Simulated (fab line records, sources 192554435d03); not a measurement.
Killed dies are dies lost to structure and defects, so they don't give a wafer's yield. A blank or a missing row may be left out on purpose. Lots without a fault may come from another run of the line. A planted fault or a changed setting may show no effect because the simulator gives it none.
One fault seen from 2 desks | flow n5_finfet | each desk has only its own numbers; what lay behind them comes last

THE METROLOGY DESK
What the gauges read, lot by lot, whatever tool the lot ran on: means of the sampled wafers that have a number. A lot is out of limits, marked OUT, if its mean lies more than 4 standard deviations from the usual mean; the brackets give that distance. Of its 11 readings 7 are shown: those that lie furthest out on some lot.
Columns: A = cd_nm at N5_MOL_CONTACT_COAG_CD_MEAS_137, usual 15.96 nm; B = DIBL_N at N5_BEOL_M4_RC_MEAS_101, usual 36.4 mV/V; C = IOFF_P at N5_BEOL_M4_RC_MEAS_101, usual 0.21 nA/um; D = ION_N at N5_BEOL_M4_RC_MEAS_101, usual 673 uA/um; E = ION_P at N5_BEOL_M4_RC_MEAS_101, usual 461 uA/um; F = VT_N at N5_BEOL_M4_RC_MEAS_101, usual 249.4 mV; G = VT_P at N5_BEOL_M4_RC_MEAS_101, usual -250 mV
lot  | first seen here | A     | B    | C    | D   | E   | F     | G
L219 | day 5 03:28     | 15.83 | 36.3 | 0.20 | 685 | 459 | 247.6 | -252
L221 | day 5 12:32     | 16.44 | 37.3 | 0.24 | 666 | 459 | 247.3 | -247
L228 | day 7 11:43     | 16.22 | 35.1 | 0.19 | 654 | 449 | 252.5 | -252
L229 | day 7 13:54     | 15.62 | 36.6 | 0.23 | 690 | 469 | 248.2 | -249
L231 | day 8 03:11     | 15.99 | 36.4 | 0.23 | 682 | 464 | 247.2 | -249
L232 | day 8 11:43     | 15.87 | 36.3 | 0.24 | 684 | 469 | 246.9 | -246
L235 | day 9 03:56     | 16.19 | 36.1 | 0.18 | 659 | 451 | 253.0 | -252
L239 | day 10 02:14    | 15.68 | 38.9 | 0.25 | 672 | 463 | 249.6 | -246
L242 | day 11 03:22    | 15.87 | 38.1 | 0.25 | 674 | 463 | 249.6 | -245
This desk's finding: nothing out of limits on any of the 9 lots.

THE TOOL OWNER'S DESK: rie_diel-04
The tool's own readings at N5_MOL_CONTACT_COAG_ETCH_65 (etches underlayer in N2/H2, target depth 13 nm, time 10.4 s): means of the sampled wafers that have a number, for each lot that ran on this tool. A lot is out of limits, marked OUT, if its mean lies more than 4 standard deviations from the usual mean; the brackets give that distance.
Columns: A = drypump_motor_current_A at N5_MOL_CONTACT_COAG_ETCH_65, usual 5.6 A; B = etch_rf_on_time_s at N5_MOL_CONTACT_COAG_ETCH_65, usual 10.40 s; C = oes_product_au at N5_MOL_CONTACT_COAG_ETCH_65, usual 0.70 a.u.; D = rf_vpp_V at N5_MOL_CONTACT_COAG_ETCH_65, usual 525.0 V; E = showerhead_plenum_p_Torr at N5_MOL_CONTACT_COAG_ETCH_65, usual 2.59 Torr; F = throttle_valve_pct at N5_MOL_CONTACT_COAG_ETCH_65, usual 17.8 %
lot  | first seen here | A   | B               | C    | D     | E    | F
L219 | day 5 04:04     | 5.6 | 10.25           | 0.73 | 526.6 | 2.60 | 17.5
L221 | day 5 13:10     | 5.6 | 10.14           | 0.79 | 525.3 | 2.60 | 17.3
L228 | day 7 12:12     | 5.6 | 8.28 (-9.2) OUT | 0.85 | 527.7 | 2.63 | 17.6
L229 | day 7 14:30     | 5.5 | 9.16 (-5.4) OUT | 0.81 | 526.0 | 2.63 | 17.6
L242 | day 11 03:58    | 5.6 | 10.28           | 0.72 | 525.2 | 2.62 | 17.8
This desk's finding: out of limits on L228, L229; first on L228, day 7 12:12 (etch_rf_on_time_s at N5_MOL_CONTACT_COAG_ETCH_65). In limits: L219, L221, L242.

PUT TOGETHER
The tool owner's desk could have raised an alarm at day 7 12:12, on L228, L229.
The metrology desk saw nothing out of limits.
The metrology desk has L228, L229 on record, within its limits.
Of the lots named, all ran N5_MOL_CONTACT_COAG_ETCH_65 on rie_diel-04.

WHAT THE SIMULATOR HAD PUT IN
Process parameter drift: rie_diel-04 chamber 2, from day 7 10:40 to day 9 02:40, at N5_MOL_CONTACT_COAG_ETCH_65. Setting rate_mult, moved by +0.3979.
Lots struck among those shown: L228, L229.
Hours from the fault's start to each desk's first reading out of limits: the tool owner's desk, 2.
